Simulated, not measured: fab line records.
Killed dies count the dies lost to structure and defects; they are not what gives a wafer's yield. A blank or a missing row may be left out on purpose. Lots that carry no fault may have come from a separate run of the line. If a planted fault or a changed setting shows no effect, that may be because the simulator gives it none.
A struck lot beside a sound one | flow n5_finfet | 41 out of 1938 route steps
Sound: the wafers L772.4, L772.5, L772.6. Wafers L774.1, L774.2, L774.3 were the ones struck. The cause is named last.
Order at every step that has rows: each side's tool, ch and its chambers, its first start. Under that, the readings that differ: sound wafers | struck wafers | difference of the means | sigmas: that difference in standard deviations of wafers without a fault.
alike: same words and numbers on both sides, and readings whose means sit less than 2 such deviations apart. not compared: any withheld reading, any reading some wafer has no value for, any bound like >300 that may hide the same value, and any number with overlapping values for which the record gives no deviation.
A row with sigmas, a row that says differs or no value, or rows on one side alone: a step with any of these is where the two part. Numbers that don't overlap but have no deviation are shown without sigmas and don't part them. A reading that every wafer of one side lacks parts them only if that side has two wafers or more.

first, 11 steps without rows for these wafers: N5_BEOL_M0_SAQP_STRIP_113 (strips in CHF3/O2); N5_BEOL_M0_SAQP_MANDREL_ETCH_20 (etches a-Si in HBr/Cl2, stops on SiNx, target depth 60 nm, bt time 10 s, time 30 s); N5_BEOL_M0_SAQP_STRIP_86 (strips in N2/H2); N5_BEOL_M0_SAQP_STRIP_115 (strips in post etch residue remover, time 60 s); N5_BEOL_M0_SAQP_SRD_93 (time 30 s); N5_BEOL_M0_SAQP_RECESS_114 (chemistry HF/NH3, target SiO2, target depth 14.4 nm, afs cycles 3, sublimation time 60 s); N5_BEOL_M0_SAQP_SPACER1_ALD_98 (deposits SiO2, target thk 12.8 nm, pulse time 1 s, purge time 2 s); N5_BEOL_M0_SAQP_SPACER1_ETCHBACK_99 (etches SiO2 in CHF3/O2, target depth 15.4 nm, time 7.7 s); N5_BEOL_M0_SAQP_MANDREL1_REMOVE_100 (chemistry HBr/Cl2/O2, target a-Si, stops on SiNx, bt time 10 s); N5_BEOL_M0_SAQP_ETCH_101 (etches SiNx in CH3F/O2, target depth 29.9 nm, time 42.7 s); N5_BEOL_M0_SAQP_ETCH_102 (etches SiO2 in CF4, target depth 4 nm, time 4.4 s).
N5_BEOL_M0_SAQP_MANDREL_ETCH_103: etches a-Si in HBr/Cl2, stops on SiCN, target depth 45 nm, bt time 10 s, time 27 s.
  sound on rie_si-02 ch 2,3, day 7 07:50; struck on rie_si-01 ch 0,1,2, day 7 15:28
  reading                                         | sound     | struck     | difference | sigmas
  model.SiCN_of_BEOL_M0_SAQP_PECVD_03.thk_nm (nm) | 9.4 9 9.4 | 10 10 10.2 | +1         |
  alike: drypump_motor_current_A, he_backside_leak_sccm, oes_product_au, throttle_valve_pct
  not compared: rf_hours_counter_h
then, 5 steps without rows for these wafers: N5_BEOL_M0_SAQP_RECESS_104 (chemistry HF/NH3, target SiO2, target depth 18 nm, afs cycles 3, sublimation time 60 s); N5_BEOL_M0_SAQP_COAT_105 (time 60 s, resist thk 100 nm); N5_BEOL_M0_SAQP_ETCH_106 (etches SOC in N2/H2, stops on SiNx, target depth 150 nm); N5_BEOL_M0_SAQP_ETCH_107 (etches SiNx in CH3F/O2, target depth 30 nm); N5_BEOL_M0_SAQP_STRIP_108 (strips in N2/H2).
N5_BEOL_M0_SAQP_RECESS_109: chemistry HF/NH3, target SiO2, target depth 3 nm, afs cycles 1, sublimation time 60 s.
  sound on vapor_etch-01 ch 0,1, day 7 08:49; struck on vapor_etch-01 ch 0,1, day 7 16:09
  reading                                         | sound   | struck      | difference | sigmas
  model.SiCN_of_BEOL_M0_SAQP_PECVD_03.thk_nm (nm) | 9 8.6 9 | 9.8 9.6 9.8 | +0.9       |
  alike: drypump_motor_current_A
then, 19 steps without rows for these wafers: N5_BEOL_M0_SAQP_SPACER2_ALD_26 (deposits SiO2, target thk 15 nm, pulse time 1 s, purge time 2 s); N5_BEOL_M0_SAQP_SPACER2_ETCHBACK_27 (etches SiO2 in CHF3/O2, target depth 22.5 nm, time 11.25 s); N5_BEOL_M0_SAQP_MANDREL2_REMOVE_110 (chemistry HBr/Cl2/O2, target a-Si, stops on SiCN, bt time 10 s); N5_BEOL_M0_SAQP_COAT_69 (time 60 s, resist thk 90 nm); N5_BEOL_M0_SAQP_COAT_72 (time 60 s, resist thk 15 nm); N5_BEOL_M0_SAQP_COAT_87 (time 60 s, resist thk 5 nm); N5_BEOL_M0_SAQP_COAT_34 (resist thk 30 nm); N5_BEOL_M0_SAQP_EBR_36; N5_BEOL_M0_SAQP_SOFTBAKE_35 (time 60 s); N5_BEOL_M0_SAQP_EXPOSE_37 (exposes mask M0 CUT1, target cd 30 nm); N5_BEOL_M0_SAQP_PEB_38 (peb time 60 s); N5_BEOL_M0_SAQP_DEVELOP_39 (develop time 30 s); N5_BEOL_M0_SAQP_DESCUM_45 (chemistry O2, time 7 s); N5_BEOL_M0_SAQP_ETCH_88 (etches underlayer in N2/H2, target depth 6.5 nm, time 5.2 s); N5_BEOL_M0_SAQP_ETCH_73 (etches SiARC in CF4, target depth 19.5 nm, time 32.5 s); N5_BEOL_M0_SAQP_CUT_ETCH_46 (etches SOC in N2/H2, target depth 135 nm, overetch 27 nm, time 202.5 s); N5_BEOL_M0_SAQP_STRIP_74 (strips in N2/H2); N5_BEOL_M0_SAQP_STRIP_89 (strips in N2/H2); N5_BEOL_M0_SAQP_ALD_48 (deposits SiO2, target thk 20 nm, pulse time 1 s, co reactant pulse time 1 s).
N5_BEOL_M0_ETCH_138: etches SiCN in CH3F/O2, target depth 12 nm, time 31.6 s.
  sound on rie_diel-04 ch 0,1,2, day 7 12:01; struck on rie_diel-01 ch 0,2,3, day 7 20:01
  reading                                               | sound             | struck            | difference | sigmas
  etch_rf_on_time_s (s)                                 | 30.8 29.2 31.4    | 33.2 33.1 33.4    | +2.8       | +4
  model.etch.depth_nm (nm)                              | 8.975 8.681 9.013 | 9.748 9.663 9.775 | +0.839     |
  model.SiO2_of_BEOL_M0_SAQP_SPACER2_ALD_26.thk_nm (nm) | 5 5 5             | 4.8 4.8 4.8       | -0.2       |
  alike: drypump_motor_current_A, oes_product_au, rf_vpp_V, showerhead_plenum_p_Torr, throttle_valve_pct
  not compared: rf_hours_counter_h
N5_BEOL_M0_HM_OPEN_105: chemistry Cl2/BCl3, target TiN, target depth 12 nm.
  sound on rie_metal-01 ch 0,1, day 7 12:43; struck on rie_metal-02 ch 0,1, day 7 20:25
  alike: drypump_motor_current_A, he_backside_leak_sccm, oes_product_au, throttle_valve_pct
  not compared: rf_hours_counter_h, model.SiO2_of_BEOL_M0_SAQP_SPACER2_ALD_26.thk_nm
N5_BEOL_M0_ETCH_128: etches SiCN in CF4/N2, target depth 12 nm, overetch 5.1 nm, time 21.4 s.
  sound on rie_diel-04 ch 1,2,3, day 7 13:51; struck on rie_diel-04 ch 0,1,2, day 7 20:44
  reading                  | sound             | struck            | difference | sigmas
  model.etch.depth_nm (nm) | 8.975 8.681 9.013 | 9.748 9.663 9.775 | +0.839     |
  alike: drypump_motor_current_A, oes_product_au, rf_vpp_V, showerhead_plenum_p_Torr, throttle_valve_pct
  not compared: rf_hours_counter_h
-- record jumps: 2 days separate the struck wafers' starts on either side; left off in module BEOL_M0, taken up again in module BEOL_M4, whose first shown step is the route's number 1111 --
N5_BEOL_M4_RC_MEAS_101:
  sound on prober-02 ch 0, day 10 02:15; struck on prober-01 ch 0, day 10 05:16
  alike: DIBL_N, DIBL_P, IOFF_N, IOFF_P, ION_N, ION_P, SS_N, SS_P, VT_N, VT_P

## WHERE THEY PART
Only at N5_BEOL_M0_ETCH_138, as far as this record shows. Later steps at which nothing parts them and some readings are alike: N5_BEOL_M0_HM_OPEN_105, N5_BEOL_M0_ETCH_128, N5_BEOL_M4_RC_MEAS_101.

WHY: what the simulator had put in
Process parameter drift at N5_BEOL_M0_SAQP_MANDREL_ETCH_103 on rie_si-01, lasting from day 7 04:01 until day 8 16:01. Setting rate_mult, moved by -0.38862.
